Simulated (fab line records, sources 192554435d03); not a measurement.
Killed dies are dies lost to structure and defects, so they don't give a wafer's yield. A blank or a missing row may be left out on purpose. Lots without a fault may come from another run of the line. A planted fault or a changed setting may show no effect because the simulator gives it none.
Chamber matching | flow n5_finfet | N5_GATE_CUT_SAC_CAP_01 on ald_sin-01: 4 sister chambers
The step material SiNx, target thk 24 nm, pulse time 1 s, ald cycles 480. 8 wafers are shown with their chamber, then 9 later ones without.

WAFERS WITH THEIR CHAMBER
wafer  | chamber | heater_power_w (W) | precursor_pulse_height_rel
L075.5 | 3       | 766                | 0.984
L081.4 | 1       | 762                | 1.015
L083.2 | 0       | 843                | 0.956
L083.5 | 3       | 759                | 1.033
L085.3 | 1       | 761                | 1.004
L089.1 | 0       | 865                | 0.991
L089.2 | 2       | 913                | 1.004
L089.5 | 2       | 935                | 1.017

WAFERS WITHOUT THEIR CHAMBER
wafer  | heater_power_w (W) | precursor_pulse_height_rel
L094.2 | 888                | 0.991
L094.4 | 820                | 0.988
L094.5 | 883                | 1.014
L096.2 | 818                | 0.981
L096.3 | 770                | 1.042
L096.6 | 890                | 0.970
L097.1 | 789                | 0.989
L097.5 | 853                | 0.998
L097.6 | 768                | 0.996

WHICH CHAMBER EACH WENT THROUGH
wafer  | from the rows above          | in truth
L094.2 | can't be placed: 0 or 2      | 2
L094.4 | 0                            | 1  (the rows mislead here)
L094.5 | can't be placed: 0 or 2      | 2
L096.2 | can't be placed: 0 or 3 or 1 | 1
L096.3 | can't be placed: 1 or 3      | 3
L096.6 | can't be placed: 0 or 2      | 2
L097.1 | can't be placed: 3 or 1      | 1
L097.5 | 0                            | 0
L097.6 | can't be placed: 3 or 1      | 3
Placed correctly: 1 of 9. Can't be placed from these rows: 7 (the true chamber is among the candidates in 7). Placed wrongly: 1.
How it was worked out, from the rows above alone: a wafer's distance from a chamber is the root of the sum, over the readings, of the square of ((its reading less the chamber's mean) divided by the reading's scatter). The wafer belongs to the nearest chamber; if the next one is less than 2 further off, it can't be placed. A chamber's mean is the mean of its shown wafers. The scatter: the root of (the sum of the squares of (reading less its chamber's mean) over the shown wafers, divided by (wafers less chambers)).
